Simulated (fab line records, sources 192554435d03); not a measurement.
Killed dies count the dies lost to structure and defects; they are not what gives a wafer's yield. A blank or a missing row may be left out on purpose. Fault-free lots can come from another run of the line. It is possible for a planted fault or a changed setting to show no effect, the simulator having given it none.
What tool caused it?	flow n5Finfet	24 wafers sampled from 8 lots at 1 step of a route of 1938

## WHAT THE GAUGES READ, wafer by wafer
N5_BEOL_M4_RC_MEAS_101. Usual: DIBL_N 36.2 mV/V, standard deviation 1.2; DIBL_P 36.3 mV/V, standard deviation 1.3; IOFF_N 0.155 nA/um, standard deviation 0.019; IOFF_P 0.210 nA/um, standard deviation 0.029; ION_N 677 uA/um, standard deviation 8.6; ION_P 465 uA/um, standard deviation 6.8; SS_N 71.4 mV/dec, standard deviation 0.48; SS_P 73.2 mV/dec, standard deviation 0.53; VT_N 249.9 mV, standard deviation 2.4; VT_P -250 mV, standard deviation 3.2.
lot	measured	on	DIBL_N (mV/V)	DIBL_P (mV/V)	IOFF_N (nA/um)	IOFF_P (nA/um)	ION_N (uA/um)	ION_P (uA/um)	SS_N (mV/dec)	SS_P (mV/dec)	VT_N (mV)	VT_P (mV)	flag
L122	day 8 08:42	prober-01	35.3 36.7 34.3	36.5 38.1 35.1	0.138 0.162 0.116	0.190 0.215 0.163	682 675 674	470 464 460	70.8 72.0 70.3	73.2 73.5 72.9	250.0 250.2 257.5	-251 -249 -254	
L125	day 9 07:53	prober-02	35.7 37.4 37.0	36.0 38.4 37.4	0.144 0.182 0.166	0.215 0.245 0.222	671 678 666	463 469 464	71.6 70.9 71.0	73.4 74.0 73.7	251.6 246.6 249.5	-249 -247 -248	
L131	day 11 05:05	prober-01	34.4 36.1 37.6	33.4 36.1 37.4	0.117 0.154 0.181	0.192 0.227 0.253	669 680 684	470 474 470	70.6 71.4 71.6	72.5 73.4 74.0	253.2 250.9 246.6	-245 -247 -247	
L135	day 12 09:59	prober-02	35.4 34.9 35.6	37.3 36.4 37.5	0.158 0.147 0.172	0.225 0.215 0.238	674 675 680	462 469 472	71.5 71.8 70.5	74.0 73.4 73.7	251.2 249.0 248.5	-249 -249 -246	
L138	day 13 04:23	prober-02	38.3 38.5 37.0	36.4 36.8 35.2	0.164 0.166 0.143	0.178 0.186 0.159	679 676 678	460 451 459	70.9 71.7 71.3	73.2 73.6 72.5	250.1 251.8 249.1	-255 -254 -256	
L141	day 13 15:44	prober-02	34.4 35.5 35.8	35.3 36.5 36.0	0.122 0.139 0.135	0.160 0.180 0.172	668 681 664	457 462 452	70.6 71.3 71.3	72.8 73.1 72.6	253.7 249.6 249.5	-255 -254 -251	
L142	day 13 20:10	prober-02	37.6 37.3 37.2	36.5 37.1 36.3	0.155 0.156 0.147	0.207 0.218 0.203	665 680 671	457 465 467	71.7 71.6 71.3	72.6 72.3 73.1	250.2 250.3 250.7	-250 -249 -249	
L144	day 14 10:47	prober-02	35.4 36.9 37.4	33.4 35.5 36.0	0.128 0.159 0.164	0.159 0.188 0.199	657 673 674	451 459 458	70.9 71.7 71.9	72.4 72.8 73.6	252.2 250.4 249.7	-254 -251 -252	

## TOOL THAT RAN EACH LOT (tool first, then ch and the chambers of the sampled wafers, then the start)
There is no process step in the record ahead of these readings.

## AS READ BY THE TOOLS THEMSELVES (means over the sampled wafers that have a number; for cases with no such wafer, the mark the record gives instead)
The record holds no such reading with a usual standard deviation.

## THE ANSWER, worked out from the rows above alone
Rule: lot off if the mean of its wafers having a number is beyond 3 standard deviations from the usual mean. Also off: a lot with no number at a reading for which 4 or more lots have one. Any other lot the step has rows for is counted as sound. First the gauges in route order, then the tools' own readings, where a lot's mean is used as printed above. At the first step where some lot is off, the reading lying furthest off is the one used; lots without a number count as furthest.
No lot is off on any of the readings shown, so nothing can be concluded from this.

## WHAT THE SIMULATOR PUT IN
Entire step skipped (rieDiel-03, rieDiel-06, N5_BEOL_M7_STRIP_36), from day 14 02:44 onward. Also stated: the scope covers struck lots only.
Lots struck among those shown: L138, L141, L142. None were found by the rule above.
